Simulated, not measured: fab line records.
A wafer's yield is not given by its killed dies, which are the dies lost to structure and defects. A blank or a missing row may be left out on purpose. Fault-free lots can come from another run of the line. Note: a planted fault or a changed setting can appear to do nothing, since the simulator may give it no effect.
fab line records || flow n5-finfet || part 2 of 2: steps 34 to 34 of 34
record {"lots": 5, "wafers": 15, "last-day": 17}
route steps=1938 shown WELL_APT@37 PMOS_HMC_CHANNEL_EPI@57 BEOL_M4@1111 PASSIVATION@1936
lots that met no fault: from a run of the same line without faults
start-h: start of the lot's first displayed wafer, in hours after the record's first day || wait-h: how many hours have passed since the lot's step before this one || " repeats the value in the row above || L1.1+2: several wafers, shown together as one row || - no value present, or no start provided || * or withheld: withheld || < > ~ a bound
route shown NAME@n: a module of which the file shows steps, and the number in the route of the first || usual: mean/standard deviation taken from wafers without a fault || same: alike in all rows || chamber/n: place in a boat || sites: the reading at each site || _std_site: standard deviation across them || _edge_site: outer sites' mean less inner sites' || radius-mm: for every site, how far away it sits from the centre of the wafer || mask NAME#n: copy n || behind: tool/chamber where the wafer was last shaped || hold: the reason the lot was held/the length of the hold in hours/how it ended || device: whichever transistor did not switch (one of n, p or np) || end of line: tests run on the same wafers once the route is complete || for a step that has no rows: nothing shown but its recipe || killed: dies that structure and defects cost at the first sort, which is not the same as the wafer's yield || map: shows each die of a wafer: x if killed, . if not, _ if none is there
set.NAME: the setting the step ran with; set.NAME@STEP: the setting that earlier step ran with || model.NAME: the simulator's own value behind a step, which no gauge read
lots seen at some steps along the route; tables by step, rows by wafer
services: a tool's chamber out of use, with start hour (start-h, from the record's first day; less than 0 if before it), hours out, and reason
## steps
# step N5_PASSIVATION_PROBE_49
# usual {"defect-limited-yield": "91.1/1.5", "killed_at_M0_to_M3": "36/11", "killed_at_M4_up": "13/5", "killed-at-contacts": "13/5", "killed-at-front-end": "40/12", "killed-at-other": "3.3/2.3", "killed-dies": "106/17", "killed-open": "70/13", "killed-short": "34/7.6", "sort_bin_5_function": "5.3/0.96", "sort_bin_6_memory": "3.3/0.66", "sort-n-pass": "1074/17", "sort-yield-pct": "91.1/1.5"}
# same {"gross-dies": 1180, "killed-at-back-side": 0, "sort_bin_4_leakage[%]": 0, "sort_bin_8_speed[%]": 0}
{"lot.wafer": "L300.1", "tool": "prober-01", "chamber": "-", "start-h": 286.60, "wait-h": 0.0, "defect-limited-yield[%]": 88.7, "killed_at_M0_to_M3": 48, "killed_at_M4_up": 15, "killed-at-contacts": 19, "killed-at-front-end": 47, "killed-at-other": 4, "killed-dies": 133, "killed-open": 87, "killed-short": 46, "sort_bin_5_function[%]": 6.0, "sort_bin_6_memory[%]": 4.7, "sort-n-pass": 1047, "sort-yield-pct[%]": 88.7}
{"lot.wafer": "L300.3", "tool": "prober-01", "chamber": "-", "start-h": 286.70, "wait-h": 0.1, "defect-limited-yield[%]": 80.9, "killed_at_M0_to_M3": 38, "killed_at_M4_up": 23, "killed-at-contacts": 8, "killed-at-front-end": 150, "killed-at-other": 6, "killed-dies": 225, "killed-open": 61, "killed-short": 45, "sort_bin_5_function[%]": 11.4, "sort_bin_6_memory[%]": 5.3, "sort-n-pass": 955, "sort-yield-pct[%]": 80.9}
{"lot.wafer": "L300.4", "tool": "prober-01", "chamber": "-", "start-h": 286.75, "wait-h": 0.2, "defect-limited-yield[%]": 89.8, "killed_at_M0_to_M3": 37, "killed_at_M4_up": 16, "killed-at-contacts": 13, "killed-at-front-end": 51, "killed-at-other": 3, "killed-dies": 120, "killed-open": 75, "killed-short": 45, "sort_bin_5_function[%]": 5.3, "sort_bin_6_memory[%]": 4.4, "sort-n-pass": 1060, "sort-yield-pct[%]": 89.8}
{"lot.wafer": "L304.1", "tool": "prober-02", "chamber": "-", "start-h": 321.50, "wait-h": 0.0, "defect-limited-yield[%]": 91.5, "killed_at_M0_to_M3": 34, "killed_at_M4_up": 20, "killed-at-contacts": 20, "killed-at-front-end": 26, "killed-at-other": 0, "killed-dies": 100, "killed-open": 75, "killed-short": 25, "sort_bin_5_function[%]": 4.4, "sort_bin_6_memory[%]": 4.0, "sort-n-pass": 1080, "sort-yield-pct[%]": 91.5}
{"lot.wafer": "L304.5", "tool": "prober-02", "chamber": "-", "start-h": 321.70, "wait-h": 0.2, "defect-limited-yield[%]": 93.2, "killed_at_M0_to_M3": 29, "killed_at_M4_up": 10, "killed-at-contacts": 16, "killed-at-front-end": 25, "killed-at-other": 0, "killed-dies": 80, "killed-open": 56, "killed-short": 23, "sort_bin_5_function[%]": 3.6, "sort_bin_6_memory[%]": 3.0, "sort-n-pass": 1100, "sort-yield-pct[%]": 93.2}
{"lot.wafer": "L304.6", "tool": "prober-02", "chamber": "-", "start-h": 321.75, "wait-h": 0.3, "defect-limited-yield[%]": 89.2, "killed_at_M0_to_M3": 56, "killed_at_M4_up": 16, "killed-at-contacts": 13, "killed-at-front-end": 39, "killed-at-other": 4, "killed-dies": 128, "killed-open": 88, "killed-short": 39, "sort_bin_5_function[%]": 6.3, "sort_bin_6_memory[%]": 4.4, "sort-n-pass": 1052, "sort-yield-pct[%]": 89.2}
{"lot.wafer": "L313.1", "tool": "prober-02", "chamber": "-", "start-h": 375.46, "wait-h": 0.0, "defect-limited-yield[%]": 91.8, "killed_at_M0_to_M3": 32, "killed_at_M4_up": 13, "killed-at-contacts": 11, "killed-at-front-end": 38, "killed-at-other": 3, "killed-dies": 97, "killed-open": 68, "killed-short": 29, "sort_bin_5_function[%]": 4.6, "sort_bin_6_memory[%]": 3.2, "sort-n-pass": 1083, "sort-yield-pct[%]": 91.8}
{"lot.wafer": "L313.3", "tool": "prober-02", "chamber": "-", "start-h": 375.56, "wait-h": 0.1, "defect-limited-yield[%]": 91.9, "killed_at_M0_to_M3": 28, "killed_at_M4_up": 13, "killed-at-contacts": 26, "killed-at-front-end": 24, "killed-at-other": 5, "killed-dies": 96, "killed-open": 71, "killed-short": 25, "sort_bin_5_function[%]": 4.8, "sort_bin_6_memory[%]": 3.0, "sort-n-pass": 1084, "sort-yield-pct[%]": 91.9}
{"lot.wafer": "L313.4", "tool": "prober-02", "chamber": "-", "start-h": 375.61, "wait-h": 0.2, "defect-limited-yield[%]": 91.9, "killed_at_M0_to_M3": 22, "killed_at_M4_up": 14, "killed-at-contacts": 15, "killed-at-front-end": 43, "killed-at-other": 1, "killed-dies": 95, "killed-open": 62, "killed-short": 32, "sort_bin_5_function[%]": 5.1, "sort_bin_6_memory[%]": 2.8, "sort-n-pass": 1085, "sort-yield-pct[%]": 91.9}
{"lot.wafer": "L314.3", "tool": "prober-02", "chamber": "-", "start-h": 395.63, "wait-h": 0.1, "defect-limited-yield[%]": 89.5, "killed_at_M0_to_M3": 41, "killed_at_M4_up": 13, "killed-at-contacts": 13, "killed-at-front-end": 48, "killed-at-other": 9, "killed-dies": 124, "killed-open": 89, "killed-short": 35, "sort_bin_5_function[%]": 6.4, "sort_bin_6_memory[%]": 3.6, "sort-n-pass": 1056, "sort-yield-pct[%]": 89.5}
{"lot.wafer": "L314.5", "tool": "prober-02", "chamber": "-", "start-h": 395.73, "wait-h": 0.2, "defect-limited-yield[%]": 90.3, "killed_at_M0_to_M3": 39, "killed_at_M4_up": 16, "killed-at-contacts": 9, "killed-at-front-end": 48, "killed-at-other": 2, "killed-dies": 114, "killed-open": 71, "killed-short": 38, "sort_bin_5_function[%]": 5.7, "sort_bin_6_memory[%]": 3.5, "sort-n-pass": 1066, "sort-yield-pct[%]": 90.3}
{"lot.wafer": "L314.6", "tool": "prober-02", "chamber": "-", "start-h": 395.78, "wait-h": 0.3, "defect-limited-yield[%]": 88.6, "killed_at_M0_to_M3": 33, "killed_at_M4_up": 22, "killed-at-contacts": 15, "killed-at-front-end": 59, "killed-at-other": 6, "killed-dies": 135, "killed-open": 87, "killed-short": 41, "sort_bin_5_function[%]": 6.7, "sort_bin_6_memory[%]": 3.9, "sort-n-pass": 1045, "sort-yield-pct[%]": 88.6}
{"lot.wafer": "L318.1", "tool": "prober-02", "chamber": "-", "start-h": 412.91, "wait-h": 0.0, "defect-limited-yield[%]": 91.9, "killed_at_M0_to_M3": 31, "killed_at_M4_up": 10, "killed-at-contacts": 7, "killed-at-front-end": 41, "killed-at-other": 6, "killed-dies": 95, "killed-open": 53, "killed-short": 32, "sort_bin_5_function[%]": 4.2, "sort_bin_6_memory[%]": 3.0, "sort-n-pass": 1085, "sort-yield-pct[%]": 91.9}
{"lot.wafer": "L318.3", "tool": "prober-02", "chamber": "-", "start-h": 413.01, "wait-h": 0.1, "defect-limited-yield[%]": 92.8, "killed_at_M0_to_M3": 16, "killed_at_M4_up": 11, "killed-at-contacts": 19, "killed-at-front-end": 36, "killed-at-other": 3, "killed-dies": 85, "killed-open": 60, "killed-short": 24, "sort_bin_5_function[%]": 4.1, "sort_bin_6_memory[%]": 3.1, "sort-n-pass": 1095, "sort-yield-pct[%]": 92.8}
{"lot.wafer": "L318.5", "tool": "prober-02", "chamber": "-", "start-h": 413.11, "wait-h": 0.2, "defect-limited-yield[%]": 89.7, "killed_at_M0_to_M3": 32, "killed_at_M4_up": 20, "killed-at-contacts": 14, "killed-at-front-end": 51, "killed-at-other": 4, "killed-dies": 121, "killed-open": 68, "killed-short": 47, "sort_bin_5_function[%]": 6.1, "sort_bin_6_memory[%]": 3.6, "sort-n-pass": 1059, "sort-yield-pct[%]": 89.7}
# killed by level:class
L300.1 MOL_CONTACT_COAG:geometric-particle:open=12 BEOL_M0_SAQP:geometric-particle:short=12 FIN_SAQP:geometric-particle:open=11 BEOL_M0_SAQP:geometric-particle:open=11 BEOL_M2:geometric-particle:open=10 FIN_SAQP:geometric-particle:short=9 STI_FIN_REVEAL:geometric-particle:open=9 MOL_CONTACT_COAG:geometric-particle:short=7
L300.3 WELL_APT:unspecified=118 BEOL_M4:geometric-particle:short=9 BEOL_M0_SAQP:geometric-particle:short=8 FIN_SAQP:geometric-particle:open=7 STI_FIN_REVEAL:geometric-particle:open=7 MOL_CONTACT_COAG:geometric-particle:open=7 GATE_CUT:geometric-particle:short=5 BEOL_M2:geometric-particle:open=5
L300.4 FIN_SAQP:geometric-particle:short=15 BEOL_M3:geometric-particle:open=12 MOL_CONTACT_COAG:geometric-particle:open=11 BEOL_M2:geometric-particle:open=8 DUMMY_GATE:geometric-particle:open=6 GATE_CUT:geometric-particle:open=6 BEOL_M0_SAQP:geometric-particle:short=6 STARTING-WAFER:geometric-particle:open=6
L304.1 MOL_CONTACT_COAG:geometric-particle:open=18 BEOL_M4:geometric-particle:open=15 BEOL_M1:geometric-particle:open=12 STI_FIN_REVEAL:geometric-particle:open=8 BEOL_M3:geometric-particle:open=6 BEOL_M0_SAQP:geometric-particle:open=4 BEOL_M0:geometric-particle:open=4 FIN_SAQP:geometric-particle:short=3
L304.5 BEOL_M1:geometric-particle:open=12 MOL_CONTACT_COAG:geometric-particle:open=11 BEOL_M1:geometric-particle:short=6 DUMMY_GATE:geometric-particle:open=5 MOL_CONTACT_COAG:geometric-particle:short=5 BEOL_M3:geometric-particle:open=5 STI_FIN_REVEAL:geometric-particle:open=4 BEOL_M2:geometric-particle:open=4
L304.6 BEOL_M1:geometric-particle:open=17 STI_FIN_REVEAL:geometric-particle:open=16 BEOL_M0_SAQP:geometric-particle:short=14 MOL_CONTACT_COAG:geometric-particle:open=11 BEOL_M0_SAQP:geometric-particle:open=9 BEOL_M4:geometric-particle:open=8 BEOL_M1:geometric-particle:short=7 FIN_SAQP:geometric-particle:open=5
L313.1 FIN_SAQP:geometric-particle:open=10 STI_FIN_REVEAL:geometric-particle:open=9 MOL_CONTACT_COAG:geometric-particle:open=7 BEOL_M2:geometric-particle:open=7 BEOL_M0:geometric-particle:open=5 BEOL_M1:geometric-particle:short=5 BEOL_M4:geometric-particle:open=5 GATE_CUT:geometric-particle:short=4
L313.3 MOL_CONTACT_COAG:geometric-particle:open=21 BEOL_M2:geometric-particle:open=11 FIN_SAQP:geometric-particle:open=6 MOL_CONTACT_COAG:geometric-particle:short=5 BEOL_M0:geometric-particle:open=5 BEOL_M1:geometric-particle:open=5 DUMMY_GATE:geometric-particle:open=4 BEOL_M4:geometric-particle:open=4
L313.4 FIN_SAQP:geometric-particle:open=12 MOL_CONTACT_COAG:geometric-particle:open=11 FIN_SAQP:geometric-particle:short=8 BEOL_M2:geometric-particle:open=7 BEOL_M4:geometric-particle:open=6 STI_FIN_REVEAL:geometric-particle:open=5 GATE_CUT:geometric-particle:short=4 MOL_CONTACT_COAG:geometric-particle:short=4
L314.3 FIN_SAQP:geometric-particle:open=23 MOL_CONTACT_COAG:geometric-particle:open=12 BEOL_M0_SAQP:geometric-particle:short=11 BEOL_M3:geometric-particle:open=11 BEOL_M2:geometric-particle:open=8 FIN_SAQP:geometric-particle:short=7 DUMMY_GATE:geometric-particle:open=7 BEOL_M4:geometric-particle:open=5
L314.5 BEOL_M0_SAQP:geometric-particle:short=13 FIN_SAQP:geometric-particle:open=9 BEOL_M0_SAQP:geometric-particle:open=9 FIN_SAQP:geometric-particle:short=8 BEOL_M4:geometric-particle:open=8 STI_FIN_REVEAL:geometric-particle:open=7 DUMMY_GATE:geometric-particle:open=7 MOL_CONTACT_COAG:geometric-particle:open=7
L314.6 FIN_SAQP:geometric-particle:open=19 BEOL_M4:geometric-particle:open=14 STI_FIN_REVEAL:geometric-particle:open=10 FIN_SAQP:geometric-particle:short=9 MOL_CONTACT_COAG:geometric-particle:open=9 BEOL_M1:geometric-particle:open=9 BEOL_M0_SAQP:geometric-particle:short=6 MOL_CONTACT_COAG:geometric-particle:short=6
L318.1 STI_FIN_REVEAL:geometric-particle:open=8 BEOL_M2:geometric-particle:open=7 HKMG_FIN:area-etch=7 MOL_CONTACT_COAG:geometric-particle:open=6 GATE_CUT:geometric-particle:short=5 BEOL_M0_SAQP:geometric-particle:short=5 BEOL_M3:geometric-particle:open=5 FIN_SAQP:geometric-particle:short=4
L318.3 MOL_CONTACT_COAG:geometric-particle:open=16 FIN_SAQP:geometric-particle:open=6 GATE_CUT:geometric-particle:open=6 GATE_CUT:geometric-particle:short=6 BEOL_M0_SAQP:geometric-particle:open=6 FIN_SAQP:geometric-particle:short=5 BEOL_M1:geometric-particle:open=4 BEOL_M4:geometric-particle:open=4
L318.5 STI_FIN_REVEAL:geometric-particle:open=10 GATE_CUT:geometric-particle:short=10 MOL_CONTACT_COAG:geometric-particle:open=10 BEOL_M0_SAQP:geometric-particle:short=10 FIN_SAQP:geometric-particle:short=9 BEOL_M4:geometric-particle:open=6 FIN_SAQP:geometric-particle:open=5 BEOL_M2:geometric-particle:open=5
# map L300.3 (x killed, . not)
_________________.x......x...________________
______________................x._____________
___________....x.............x.....__________
__________......................x..x_________
________..............x..............._______
_______...x.....x.......x.......x..xx..______
______...................x..x.x.....x..._____
_____...............xx..xxxx......x......____
____...xxx.x........xxxxxxxxxx.....x.x....___
___..x.............xxxxxxxxxx..............__
___.x.x.........x..xxxxxxxxxxxxx...........__
__.x.........x...xx.xxxxxxxxx.xx..x........._
__...x...........xxxxxxxxxxxxxx............._
_.....x..x.......xxxxxxxxxxxxxx..............
_.x...x.....x....x.xxxxxxxxxx.x..............
_.................xxxxxxxxxxxx.......x.......
_....x...............xxxxxxxx..x.............
_x................x.xx.xxxx.x....xxx......x.x
_..............xx.....x...xx.................
_......................xx..............x.....
_....x..............x..x....x..........xx....
__..x..........xx.x..x..................x..._
__.x...................x.....x.x..........x._
___..............x.....x...x...x..x.x.x....__
___.............xxxx.x..........x..........__
____x....x.x..............................___
_____.......x...................x...x....____
______........x...................x....._____
_______..x......x................x..x.x______
________......x.............x........x_______
__________......................x..._________
___________...................xx...__________
______________.................._____________
_________________.....x......________________
# map L318.5 (x killed, . not)
_________________...x........________________
______________.........x.......x_____________
___________...........x............__________
__________........x..............x.._________
________.................xx..........._______
_______.....x.x....x.x.................______
______..x.x......x...........x........x._____
_____....................................____
____.......................x..x...........___
___....x....x.............................x__
___...............x.......x...x........x.x.__
__....x......x......x......................._
__................x.x....x....x...x........._
_........................x.x.............x...
_xx........x.x....x.......xx........x....x...
_..............xx....................x...x...
_............x........x.....xx...............
_x..................x....x.x........x........
_.x........x........x...x...x.....xx.........
_.....x......x.......................x.......
_..............................x....x........
__...x.x......x..x............x.......x...x._
__..x..x...........x........................_
___......x.....x.x...x........x.x..........__
___......x.....xx.x................x.......__
____...........x.x...............x........___
_____...x............x.......x.x....x....____
______.........x........................_____
_______.....x..x..x..x.x............x..______
________................x.x..........._______
__________................x...x..x.._________
___________..................x.....__________
______________.x..x.....x...x..._____________
_________________x......x.x..________________
## services
{"tool": "rie-diel-01", "chamber": 1, "start-h": 15.33, "hours": 13.7, "kind": "repair"}
{"tool": "rie-diel-02", "chamber": 2, "start-h": 18.75, "hours": 3.7, "kind": "repair"}
{"tool": "pecvd-04", "chamber": "-", "start-h": 22.08, "hours": 14.6, "kind": "pm"}
{"tool": "rie-diel-01", "chamber": 3, "start-h": 23.22, "hours": 7.5, "kind": "repair"}
{"tool": "rie-diel-03", "chamber": 1, "start-h": 29.55, "hours": "-", "kind": "clean"}
{"tool": "rie-diel-03", "chamber": 1, "start-h": 29.55, "hours": "-", "kind": "consumable-replace:focus-ring"}
{"tool": "rie-diel-03", "chamber": 1, "start-h": 29.55, "hours": 20.4, "kind": "scheduled-down"}
{"tool": "rie-diel-03", "chamber": 0, "start-h": 57.29, "hours": 12.0, "kind": "repair"}
{"tool": "rie-diel-06", "chamber": 3, "start-h": 59.12, "hours": 9.1, "kind": "repair"}
{"tool": "rie-diel-05", "chamber": "-", "start-h": 63.33, "hours": 2.8, "kind": "pm"}
{"tool": "rie-diel-02", "chamber": 3, "start-h": 67.92, "hours": 1.4, "kind": "repair"}
{"tool": "rie-diel-03", "chamber": 3, "start-h": 68.58, "hours": 5.6, "kind": "repair"}
{"tool": "rie-diel-06", "chamber": "-", "start-h": 79.78, "hours": 2.8, "kind": "pm"}
{"tool": "rie-diel-05", "chamber": "-", "start-h": 86.39, "hours": 1.6, "kind": "repair"}
{"tool": "rie-diel-01", "chamber": 2, "start-h": 91.81, "hours": 7.0, "kind": "repair"}
{"tool": "rie-diel-05", "chamber": 2, "start-h": 100.46, "hours": 3.0, "kind": "repair"}
{"tool": "pecvd-04", "chamber": 0, "start-h": 109.58, "hours": 6.7, "kind": "repair"}
{"tool": "rie-diel-05", "chamber": 3, "start-h": 111.83, "hours": 8.0, "kind": "repair"}
{"tool": "rie-diel-05", "chamber": 2, "start-h": 116.00, "hours": 12.2, "kind": "repair"}
{"tool": "pecvd-04", "chamber": 0, "start-h": 119.41, "hours": 85.6, "kind": "repair"}
{"tool": "wet-bench-02", "chamber": "-", "start-h": 131.98, "hours": 11.2, "kind": "repair"}
{"tool": "rie-diel-05", "chamber": 0, "start-h": 132.36, "hours": 12.9, "kind": "repair"}
{"tool": "rie-diel-01", "chamber": 3, "start-h": 135.21, "hours": 3.0, "kind": "repair"}
{"tool": "rie-diel-06", "chamber": 0, "start-h": 144.48, "hours": 15.5, "kind": "repair"}
## key
first-sign {"step": "N5_WELL_APT_INSPECT_38", "reading": "raw-defect-count", "direction": "up", "sigmas": "99+", "usual": 12, "struck": 527}
effect {"step": "N5_PMOS_HMC_CHANNEL_EPI_INSPECT_11", "reading": "raw-defect-count", "direction": "up", "sigmas": "99+", "usual": 2.2, "struck": ">300"}
effect {"step": "N5_PASSIVATION_PROBE_49", "reading": "killed-at-front-end", "direction": "up", "sigmas": 9, "usual": 40, "struck": 150}
more-kills-born-at {"N5_WELL_APT_STRIP_33@wet-bench-04": 118}
met-at N5_WELL_APT_STRIP_33
struck-wafers L300.3
fault {"kind": "chamber-particle-source", "tool": "wet-bench-04", "chamber": 0, "onset-h": 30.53, "steps": "N5_WELL_APT_STRIP_33", "rate-per-visit-cm2": 0.82575, "end-h": 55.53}
